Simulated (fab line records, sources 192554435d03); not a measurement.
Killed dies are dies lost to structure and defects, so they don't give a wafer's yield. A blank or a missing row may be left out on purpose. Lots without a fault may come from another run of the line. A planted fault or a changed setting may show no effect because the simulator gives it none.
Which tool did it? | flow n5_finfet | 10 lots, 30 wafers sampled, at 7 steps of a route of 1938

WHAT THE GAUGES READ, wafer by wafer
N5_DUMMY_GATE_INSPECT_27: inspects for defects (brightfield). Usual: raw_defect_count 295, standard deviation 73.
lot  | measured    | on                | raw_defect_count | flag
L142 | day 2 22:50 | defect_inspect-02 | 199 237 292      |
L143 | day 3 06:12 | defect_inspect-02 | 296 269 281      |
L145 | day 3 19:34 | defect_inspect-01 | 261 274 378      |
L147 | day 4 07:05 | defect_inspect-02 | 477 284 298      |
L158 | day 7 05:32 | defect_inspect-02 | 257 386 284      |
L159 | day 7 05:38 | defect_inspect-01 | 319 315 215      |
L161 | day 7 16:48 | defect_inspect-01 | 535 485 480      |
L163 | day 8 05:43 | defect_inspect-01 | 331 193 305      |
L164 | day 8 12:17 | defect_inspect-02 | 213 279 184      |
L165 | day 8 17:20 | defect_inspect-02 | 281 298 333      |

N5_SD_EPI_N_OVL_MEAS_10. Usual: SD_N_BLK_OVL -0.5 nm, standard deviation 0.84.
lot  | measured    | on         | SD_N_BLK_OVL (nm) | flag
L142 | day 2 23:52 | overlay-02 | 0.8 -0.3 0.1      |
L143 | day 3 07:07 | overlay-01 | 0.8 -0.4 0.0      |
L145 | day 3 20:50 | overlay-01 | -0.1 -0.6 -0.8    |
L147 | day 4 08:07 | overlay-02 | 0.5 0.3 1.0       |
L158 | day 7 06:51 | overlay-02 | 0.2 -0.6 0.2      |
L159 | day 7 07:00 | overlay-02 | -0.4 -1.5 -1.7    |
L161 | day 7 17:50 | overlay-01 | -0.4 -0.9 -0.4    |
L163 | day 8 06:37 | overlay-01 | 0.7 -1.1 0.7      |
L164 | day 8 13:19 | overlay-01 | -1.0 1.4 -0.6     |
L165 | day 8 19:11 | overlay-01 | -0.4 -1.9 -1.7    |

N5_SD_EPI_N_EPI_MEAS_23. Usual: thk_nm 59.0 nm, standard deviation 1.1.
lot  | measured    | on            | thk_nm (nm)    | flag
L142 | day 3 04:17 | film_metro-01 | 57.7 59.4 59.8 |
L143 | day 3 10:54 | film_metro-01 | 59.3 57.0 60.2 |
L145 | day 4 02:00 | film_metro-02 | 59.1 60.1 59.5 |
L147 | day 4 11:34 | film_metro-02 | 58.7 62.4 60.6 |
L158 | day 7 10:19 | film_metro-01 | 0.5 1.2 1.9    | OFF
L159 | day 7 10:31 | film_metro-01 | 0.3 0.1 0.9    | OFF
L161 | day 7 21:20 | film_metro-01 | 58.7 57.6 56.8 |
L163 | day 8 10:04 | film_metro-01 | 60.1 59.1 59.8 |
L164 | day 8 17:31 | film_metro-01 | 61.3 58.5 57.8 |
L165 | day 8 22:38 | film_metro-02 | 60.5 61.2 59.0 |

N5_SD_ACTIVATION_RS_MEAS_03: measures by four-point-probe. Usual: RS_SD_N 21.9 ohm/sq, standard deviation 0.3; RS_SD_P 56.1 ohm/sq, standard deviation 0.82.
lot  | measured    | on            | RS_SD_N (ohm/sq) | RS_SD_P (ohm/sq) | flag
L142 | day 3 10:36 | film_metro-01 | 22.5 22.3 22.1   | 57.7 56.7 58.0   |
L143 | day 3 16:04 | film_metro-01 | 22.3 22.2 21.9   | 56.2 57.3 56.6   |
L145 | day 4 07:16 | film_metro-02 | 21.7 21.6 21.9   | 57.0 56.9 56.8   |
L147 | day 4 17:02 | film_metro-02 | 21.0 21.1 21.0   | 54.8 55.9 55.0   |
L158 | day 7 15:47 | film_metro-02 | - - -            | 56.1 55.4 55.5   | OFF
L159 | day 7 18:31 | film_metro-01 | - - -            | 57.0 57.3 57.5   | OFF
L161 | day 8 04:03 | film_metro-01 | 22.3 22.2 22.2   | 56.5 55.7 54.5   |
L163 | day 8 15:41 | film_metro-01 | 21.5 21.7 22.1   | 55.7 56.1 55.3   |
L164 | day 8 23:49 | film_metro-01 | 21.8 21.7 21.8   | 56.2 55.5 56.4   |
L165 | day 9 03:52 | film_metro-02 | 22.3 22.1 22.0   | 56.5 56.8 57.3   |

N5_BEOL_M4_RC_MEAS_101. Usual: DIBL_P 36.5 mV/V, standard deviation 1.6; IOFF_P 0.219 nA/um, standard deviation 0.029; ION_P 464 uA/um, standard deviation 6.2; SS_P 73.4 mV/dec, standard deviation 0.57; VT_P -250 mV, standard deviation 3.
lot  | measured     | on        | DIBL_P (mV/V)  | IOFF_P (nA/um)    | ION_P (uA/um) | SS_P (mV/dec)  | VT_P (mV)      | flag
L142 | day 7 20:59  | prober-02 | 35.3 37.5 37.0 | 0.185 0.224 0.201 | 459 462 465   | 72.5 73.1 72.9 | -250 -247 -249 |
L143 | day 8 03:10  | prober-01 | 37.0 34.9 34.5 | 0.252 0.215 0.199 | 472 462 468   | 73.3 73.9 73.2 | -249 -248 -249 |
L145 | day 9 04:06  | prober-02 | 37.1 38.6 34.9 | 0.205 0.224 0.172 | 465 460 456   | 73.5 73.5 72.6 | -252 -252 -254 |
L147 | day 9 09:45  | prober-02 | 34.1 36.5 35.4 | 0.178 0.215 0.193 | 462 463 459   | 73.3 73.6 73.2 | -255 -253 -253 |
L158 | day 11 22:12 | prober-02 | 36.0 32.7 35.5 | 0.210 0.162 0.212 | 454 457 468   | 72.8 72.7 73.4 | -250 -256 -247 |
L159 | day 12 07:55 | prober-02 | 38.0 37.7 37.9 | 0.256 0.247 0.249 | 470 460 467   | 73.8 73.7 73.4 | -249 -247 -246 |
L161 | day 12 21:46 | prober-02 | 37.0 38.1 38.3 | 0.219 0.232 0.244 | 461 469 465   | 73.5 73.2 73.7 | -250 -251 -250 |
L163 | day 13 10:22 | prober-01 | 37.2 35.2 37.6 | 0.203 0.166 0.203 | 467 458 463   | 73.2 73.3 73.5 | -253 -258 -252 |
L164 | day 13 22:22 | prober-02 | 37.9 34.6 36.6 | 0.230 0.184 0.217 | 472 467 465   | 73.4 72.6 73.3 | -248 -251 -249 |
L165 | day 14 04:43 | prober-02 | 35.7 36.7 33.8 | 0.218 0.243 0.196 | 460 458 467   | 73.4 73.9 72.7 | -250 -248 -251 |

WHICH TOOL RAN EACH LOT (tool, then ch and the chambers of the sampled wafers, then the start)
lot  | N5_SD_EPI_N_PRECLEAN_48        | N5_SD_EPI_N_LINER_46
L142 | epi_rpcvd-02 ch 0, day 3 01:17 | ald_sin-03 ch 0,1,3, day 3 04:42
L143 | epi_rpcvd-04 ch 0, day 3 08:32 | ald_sin-02 ch 0,1,2, day 3 11:17
L145 | epi_rpcvd-01 ch 0, day 3 23:13 | ald_sin-02 ch 0,1, day 4 02:19
L147 | epi_rpcvd-02 ch 0, day 4 09:22 | ald_sin-01 ch 1,2, day 4 11:56
L158 | epi_rpcvd-01, day 7 08:04      | ald_sin-03 ch 2,3, day 7 10:37
L159 | epi_rpcvd-02, day 7 08:16      | ald_sin-01 ch 1,2,3, day 7 10:50
L161 | epi_rpcvd-01 ch 0, day 7 19:03 | ald_sin-01 ch 1,2, day 7 22:17
L163 | epi_rpcvd-02 ch 0, day 8 07:52 | ald_sin-01 ch 1,2, day 8 10:26
L164 | epi_rpcvd-01 ch 0, day 8 14:31 | ald_sin-01 ch 0,1,2, day 8 17:49
L165 | epi_rpcvd-02 ch 0, day 8 20:23 | ald_sin-01 ch 0,1, day 8 22:56
- N5_SD_EPI_N_PRECLEAN_48: cleans in NF3:NH3, afs cycles 2, time 20 s, sublimation time 60 s.
- N5_SD_EPI_N_LINER_46: material SiNx, target thk 3 nm.

WHAT THE TOOLS THEMSELVES READ (means of the sampled wafers that have a number; where no wafer has one, the mark that the record gives instead)
N5_SD_EPI_N_PRECLEAN_48. Usual: chamber_pressure_Torr 2.999 Torr, standard deviation 0.0062.
lot  | tool         | chamber_pressure_Torr (Torr) | flag
L142 | epi_rpcvd-02 | 2.990                        |
L143 | epi_rpcvd-04 | 3.007                        |
L145 | epi_rpcvd-01 | 3.002                        |
L147 | epi_rpcvd-02 | 2.999                        |
L158 | epi_rpcvd-01 | -                            | OFF
L159 | epi_rpcvd-02 | -                            | OFF
L161 | epi_rpcvd-01 | 2.999                        |
L163 | epi_rpcvd-02 | 3.005                        |
L164 | epi_rpcvd-01 | 3.003                        |
L165 | epi_rpcvd-02 | 2.995                        |

N5_SD_EPI_N_LINER_46. Usual: chamber_pressure_Torr 2.000 Torr, standard deviation 0.0046; heater_power_w 849 W, standard deviation 68.
lot  | tool       | chamber_pressure_Torr (Torr) | heater_power_w (W) | flag
L142 | ald_sin-03 | 1.999                        | 849                |
L143 | ald_sin-02 | 2.002                        | 765                |
L145 | ald_sin-02 | 1.999                        | 820                |
L147 | ald_sin-01 | 1.995                        | 849                |
L158 | ald_sin-03 | 1.999                        | 877                |
L159 | ald_sin-01 | 2.001                        | 872                |
L161 | ald_sin-01 | 2.002                        | 849                |
L163 | ald_sin-01 | 2.000                        | 836                |
L164 | ald_sin-01 | 2.007                        | 857                |
L165 | ald_sin-01 | 1.999                        | 813                |

THE ANSWER, worked out from the rows above alone
Rule: a lot is off if the mean of its wafers that have a number lies more than 3 standard deviations from the usual mean. A lot without any number at a reading at which 4 lots or more have one is off too. The other lots that the step has rows for count as sound. The gauges are gone through in route order, then the tools' own readings, and for those a lot's mean is taken as printed above. The first step at which some lot is off is used, and at that step the reading that is off furthest; a lot without a number counts as furthest.
Off: L158, L159, at N5_SD_EPI_N_EPI_MEAS_23 (thk_nm).
A tool fits if, at a process step before that reading, it ran every lot that is off, and no sound lot after the first of them. The gauges at N5_SD_EPI_N_EPI_MEAS_23 aren't tried: what is off there is off at N5_SD_EPI_N_PRECLEAN_48 too, on other tools, and a gauge's error can't cause that. None of those tried fits.

WHAT THE SIMULATOR HAD PUT IN
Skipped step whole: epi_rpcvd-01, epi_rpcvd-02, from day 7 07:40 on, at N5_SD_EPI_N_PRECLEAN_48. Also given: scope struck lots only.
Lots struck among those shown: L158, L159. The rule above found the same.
